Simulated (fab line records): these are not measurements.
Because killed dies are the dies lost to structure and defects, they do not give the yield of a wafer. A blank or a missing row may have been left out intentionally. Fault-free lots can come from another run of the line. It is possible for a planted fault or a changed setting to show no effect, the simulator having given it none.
Matching of chambers ; flow nandHarc ; cmp-01 running NHARC_A_STAIRCASE_CMP_472: 4 sister chambers
The step polishes SiO2. 16 wafers are shown with their chamber, then 8 later ones without.

== WAFERS WITH THEIR CHAMBER ==
wafer;chamber;motorCurrentA (A);retainingRingPressureFrac
L081.2;3;12.7;0.996
L081.3;2;12.8;0.999
L081.4;0;11.3;0.997
L082.3;2;12.7;1.005
L082.4;3;12.4;0.995
L082.6;2;12.7;1.002
L083.1;2;12.1;1.000
L083.5;2;13.7;0.987
L083.6;1;13.4;1.000
L088.1;2;12.7;0.994
L088.4;3;12.3;0.994
L088.6;2;13.1;0.995
L089.3;3;13.2;0.999
L089.4;1;13.6;1.018
L089.6;2;12.7;0.996
L095.2;3;12.7;0.997

SIGNATURES (means of the wafers above)
reading;chamber 0;chamber 1;chamber 2;chamber 3;scatter within a chamber
motorCurrentA;11.300;13.500;12.812;12.660;0.402
retainingRingPressureFrac;0.99700;1.00900;0.99725;0.99620;0.00572
Rule: distance of a wafer from a chamber = root of the sum over the readings of ((wafer's reading minus chamber's mean) / reading's scatter) squared. If the next closest chamber is less than 2 further off than the closest, the wafer can't be placed; otherwise it belongs to the closest. How the scatter is found: for the shown wafers, subtract from each reading the mean of its chamber, square and add these, divide the total by (wafers less chambers), then take the root.

== WAFERS WITH NO CHAMBER GIVEN ==
wafer;motorCurrentA (A);retainingRingPressureFrac
L095.5;13.2;0.994
L095.6;13.3;0.993
L094.1;12.1;0.996
L094.2;13.2;1.003
L094.3;13.1;0.991
L097.1;13.2;0.999
L097.5;13.1;0.999
L097.6;13.3;1.005

== EACH ONE'S CHAMBER ==
wafer;from the rows above;in truth
L095.5;can't be placed: 2 or 3 or 1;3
L095.6;can't be placed: 2 or 3 or 1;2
L094.1;can't be placed: 3 or 2 or 0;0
L094.2;can't be placed: 1 or 2 or 3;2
L094.3;can't be placed: 2 or 3 or 1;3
L097.1;can't be placed: 2 or 3 or 1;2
L097.5;can't be placed: 2 or 3 or 1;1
L097.6;can't be placed: 1 or 2 or 3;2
Correctly placed: 0 of 8. These rows do not allow placing 8 (true chamber among the candidates in 8). Placed wrongly: 0.
